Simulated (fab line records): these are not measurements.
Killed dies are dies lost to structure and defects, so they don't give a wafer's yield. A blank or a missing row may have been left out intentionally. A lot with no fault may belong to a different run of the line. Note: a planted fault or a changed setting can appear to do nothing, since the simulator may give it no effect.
Lot-split experiment || flow n5-finfet || on a route of 1938 steps: 7 lots, 39 wafers read

## THE SPLIT
At N5_MOL_CONTACT_COAG_EXPOSE_37 (exposes mask VD, defocus 0 nm), the setting dose-mj was moved away from the recipe's 62 on 15 of the 39 wafers read, by -4.8% to +7.9%. This setting was run at the recipe's value on the other wafers.

## FROM THE SPLIT TO THE READING: what the file shows between them, 2 steps
- N5_MOL_CONTACT_COAG_PEB_38: peb time 60 s
- N5_MOL_CONTACT_COAG_DEVELOP_39: develop time 30 s

## THE READING
At N5_MOL_CONTACT_COAG_CD_MEAS_40: cd-nm in nanometres, against a target cd of 25.1 nm. On this fab line, fault-free wafers typically give 25.03 nm with a standard deviation of 0.21 nm.

{"wafer": "L074.1", "tool, chamber at the split": "euv-scanner-01, 0", "dose-mj as run": 62, "against the recipe": "recipe", "cd-nm, nm": 25.22, "against lot-mates on the recipe": "-"}
{"wafer": "L074.2", "tool, chamber at the split": "euv-scanner-01, 0", "dose-mj as run": 62, "against the recipe": "recipe", "cd-nm, nm": 25.45, "against lot-mates on the recipe": "-"}
{"wafer": "L074.5", "tool, chamber at the split": "euv-scanner-01, 0", "dose-mj as run": 62, "against the recipe": "recipe", "cd-nm, nm": 25.08, "against lot-mates on the recipe": "-"}
{"wafer": "L075.1", "tool, chamber at the split": "euv-scanner-02, 0", "dose-mj as run": 62, "against the recipe": "recipe", "cd-nm, nm": 24.72, "against lot-mates on the recipe": "-"}
{"wafer": "L075.2", "tool, chamber at the split": "euv-scanner-02, 0", "dose-mj as run": 62, "against the recipe": "recipe", "cd-nm, nm": 25.19, "against lot-mates on the recipe": "-"}
{"wafer": "L075.3", "tool, chamber at the split": "euv-scanner-02, 0", "dose-mj as run": 62, "against the recipe": "recipe", "cd-nm, nm": 24.66, "against lot-mates on the recipe": "-"}
{"wafer": "L075.4", "tool, chamber at the split": "euv-scanner-02, 0", "dose-mj as run": 66.9, "against the recipe": "+7.9%", "cd-nm, nm": 26.36, "against lot-mates on the recipe": "+1.50"}
{"wafer": "L075.5", "tool, chamber at the split": "euv-scanner-02, 0", "dose-mj as run": 66.9, "against the recipe": "+7.9%", "cd-nm, nm": 26.40, "against lot-mates on the recipe": "+1.54"}
{"wafer": "L075.6", "tool, chamber at the split": "euv-scanner-02, 0", "dose-mj as run": 66.9, "against the recipe": "+7.9%", "cd-nm, nm": 26.33, "against lot-mates on the recipe": "+1.47"}
{"wafer": "L080.1", "tool, chamber at the split": "euv-scanner-02, 0", "dose-mj as run": 62, "against the recipe": "recipe", "cd-nm, nm": 24.97, "against lot-mates on the recipe": "-"}
{"wafer": "L080.2", "tool, chamber at the split": "euv-scanner-02, 0", "dose-mj as run": 62, "against the recipe": "recipe", "cd-nm, nm": 25.29, "against lot-mates on the recipe": "-"}
{"wafer": "L080.3", "tool, chamber at the split": "euv-scanner-02, 0", "dose-mj as run": 63.47, "against the recipe": "+2.4%", "cd-nm, nm": 25.80, "against lot-mates on the recipe": "+0.72"}
{"wafer": "L080.4", "tool, chamber at the split": "euv-scanner-02, 0", "dose-mj as run": 63.47, "against the recipe": "+2.4%", "cd-nm, nm": 25.42, "against lot-mates on the recipe": "+0.34"}
{"wafer": "L080.5", "tool, chamber at the split": "euv-scanner-02, 0", "dose-mj as run": 63.47, "against the recipe": "+2.4%", "cd-nm, nm": 25.17, "against lot-mates on the recipe": "+0.09"}
{"wafer": "L080.6", "tool, chamber at the split": "euv-scanner-02, 0", "dose-mj as run": 62, "against the recipe": "recipe", "cd-nm, nm": 24.98, "against lot-mates on the recipe": "-"}
{"wafer": "L089.1", "tool, chamber at the split": "euv-scanner-02, 0", "dose-mj as run": 59.01, "against the recipe": "-4.8%", "cd-nm, nm": 24.34, "against lot-mates on the recipe": -0.76}
{"wafer": "L089.2", "tool, chamber at the split": "euv-scanner-02, 0", "dose-mj as run": 62, "against the recipe": "recipe", "cd-nm, nm": 25.12, "against lot-mates on the recipe": "-"}
{"wafer": "L089.3", "tool, chamber at the split": "euv-scanner-02, 0", "dose-mj as run": 59.01, "against the recipe": "-4.8%", "cd-nm, nm": 24.18, "against lot-mates on the recipe": -0.92}
{"wafer": "L089.4", "tool, chamber at the split": "euv-scanner-02, 0", "dose-mj as run": 62, "against the recipe": "recipe", "cd-nm, nm": 25.30, "against lot-mates on the recipe": "-"}
{"wafer": "L089.5", "tool, chamber at the split": "euv-scanner-02, 0", "dose-mj as run": 59.01, "against the recipe": "-4.8%", "cd-nm, nm": 24.44, "against lot-mates on the recipe": -0.66}
{"wafer": "L089.6", "tool, chamber at the split": "euv-scanner-02, 0", "dose-mj as run": 62, "against the recipe": "recipe", "cd-nm, nm": 24.89, "against lot-mates on the recipe": "-"}
{"wafer": "L095.1", "tool, chamber at the split": "euv-scanner-02, 0", "dose-mj as run": 64.62, "against the recipe": "+4.2%", "cd-nm, nm": 25.80, "against lot-mates on the recipe": "+0.97"}
{"wafer": "L095.2", "tool, chamber at the split": "euv-scanner-02, 0", "dose-mj as run": 64.62, "against the recipe": "+4.2%", "cd-nm, nm": 25.90, "against lot-mates on the recipe": "+1.07"}
{"wafer": "L095.3", "tool, chamber at the split": "euv-scanner-02, 0", "dose-mj as run": 64.62, "against the recipe": "+4.2%", "cd-nm, nm": 25.57, "against lot-mates on the recipe": "+0.74"}
{"wafer": "L095.4", "tool, chamber at the split": "euv-scanner-02, 0", "dose-mj as run": 62, "against the recipe": "recipe", "cd-nm, nm": 24.55, "against lot-mates on the recipe": "-"}
{"wafer": "L095.5", "tool, chamber at the split": "euv-scanner-02, 0", "dose-mj as run": 62, "against the recipe": "recipe", "cd-nm, nm": 24.98, "against lot-mates on the recipe": "-"}
{"wafer": "L095.6", "tool, chamber at the split": "euv-scanner-02, 0", "dose-mj as run": 62, "against the recipe": "recipe", "cd-nm, nm": 24.96, "against lot-mates on the recipe": "-"}
{"wafer": "L096.1", "tool, chamber at the split": "euv-scanner-02, 0", "dose-mj as run": 62, "against the recipe": "recipe", "cd-nm, nm": 24.90, "against lot-mates on the recipe": "-"}
{"wafer": "L096.2", "tool, chamber at the split": "euv-scanner-02, 0", "dose-mj as run": 62, "against the recipe": "recipe", "cd-nm, nm": 25.34, "against lot-mates on the recipe": "-"}
{"wafer": "L096.3", "tool, chamber at the split": "euv-scanner-02, 0", "dose-mj as run": 62, "against the recipe": "recipe", "cd-nm, nm": 25.12, "against lot-mates on the recipe": "-"}
{"wafer": "L096.4", "tool, chamber at the split": "euv-scanner-02, 0", "dose-mj as run": 62, "against the recipe": "recipe", "cd-nm, nm": 24.69, "against lot-mates on the recipe": "-"}
{"wafer": "L096.5", "tool, chamber at the split": "euv-scanner-02, 0", "dose-mj as run": 62, "against the recipe": "recipe", "cd-nm, nm": 24.96, "against lot-mates on the recipe": "-"}
{"wafer": "L096.6", "tool, chamber at the split": "euv-scanner-02, 0", "dose-mj as run": 62, "against the recipe": "recipe", "cd-nm, nm": 25.05, "against lot-mates on the recipe": "-"}
{"wafer": "L097.1", "tool, chamber at the split": "euv-scanner-02, 0", "dose-mj as run": 62, "against the recipe": "recipe", "cd-nm, nm": 25.06, "against lot-mates on the recipe": "-"}
{"wafer": "L097.2", "tool, chamber at the split": "euv-scanner-02, 0", "dose-mj as run": 64.23, "against the recipe": "+3.6%", "cd-nm, nm": 25.69, "against lot-mates on the recipe": "+0.76"}
{"wafer": "L097.3", "tool, chamber at the split": "euv-scanner-02, 0", "dose-mj as run": 64.23, "against the recipe": "+3.6%", "cd-nm, nm": 25.64, "against lot-mates on the recipe": "+0.71"}
{"wafer": "L097.4", "tool, chamber at the split": "euv-scanner-02, 0", "dose-mj as run": 64.23, "against the recipe": "+3.6%", "cd-nm, nm": 25.65, "against lot-mates on the recipe": "+0.72"}
{"wafer": "L097.5", "tool, chamber at the split": "euv-scanner-02, 0", "dose-mj as run": 62, "against the recipe": "recipe", "cd-nm, nm": 25.12, "against lot-mates on the recipe": "-"}
{"wafer": "L097.6", "tool, chamber at the split": "euv-scanner-02, 0", "dose-mj as run": 62, "against the recipe": "recipe", "cd-nm, nm": 24.61, "against lot-mates on the recipe": "-"}

THE FIT
A straight line over all 39 wafers: cd-nm changes by +0.166 nm for each +1% of dose-mj; r = +0.92; the points scatter about the line by 0.21 nm.
The same after taking each lot's own level away (the mean of its wafers on the recipe; 39 wafers): +0.187 nm for each +1%; r = +0.95; scatter 0.19 nm.
According to that fit, moving dose-mj by its largest amount changes the reading by 1.5 nm.
Across the lots, their own levels run from 24.830 to 25.250 nm, a range of 2.0 times the standard deviation given above.
In other words, the slope is changed by the lot-to-lot level; the two fits disagree.
Check: with one of the wafers moved furthest among these (+7.9%) left out of the fit, the line predicts +1.5 nm for it against its lot-mates. Against them it came out at +1.5 nm.

## FURTHER SPLITS ON THESE WAFERS
Other splits were also applied to these wafers ahead of the reading. Each is held against what the fit with the lots' levels taken away leaves over:
{"other split on the same wafers": "N5_WELL_APT_IMPLANT_14 energy-kev", "wafers away from the commonest value": 15, "r with cd-nm (lot level and that fit taken away)": -0.21}
{"other split on the same wafers": "N5_WELL_APT_IMPLANT_15 energy-kev", "wafers away from the commonest value": 18, "r with cd-nm (lot level and that fit taken away)": -0.05}
{"other split on the same wafers": "N5_DUMMY_GATE_HM_DEP_06 target-thk-a", "wafers away from the commonest value": 24, "r with cd-nm (lot level and that fit taken away)": -0.08}
{"other split on the same wafers": "N5_DUMMY_GATE_EXPOSE_12 dose-mj", "wafers away from the commonest value": 12, "r with cd-nm (lot level and that fit taken away)": "+0.01"}
{"other split on the same wafers": "N5_DUMMY_GATE_ETCH_31 target-depth-a", "wafers away from the commonest value": 18, "r with cd-nm (lot level and that fit taken away)": "+0.08"}
{"other split on the same wafers": "N5_GATE_CUT_ETCH_56 target-depth-a", "wafers away from the commonest value": 9, "r with cd-nm (lot level and that fit taken away)": "+0.03"}

## THE FILE'S OWN FIT
cd-nm changes by +0.189 nm for each +1% of dose-mj, r = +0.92.
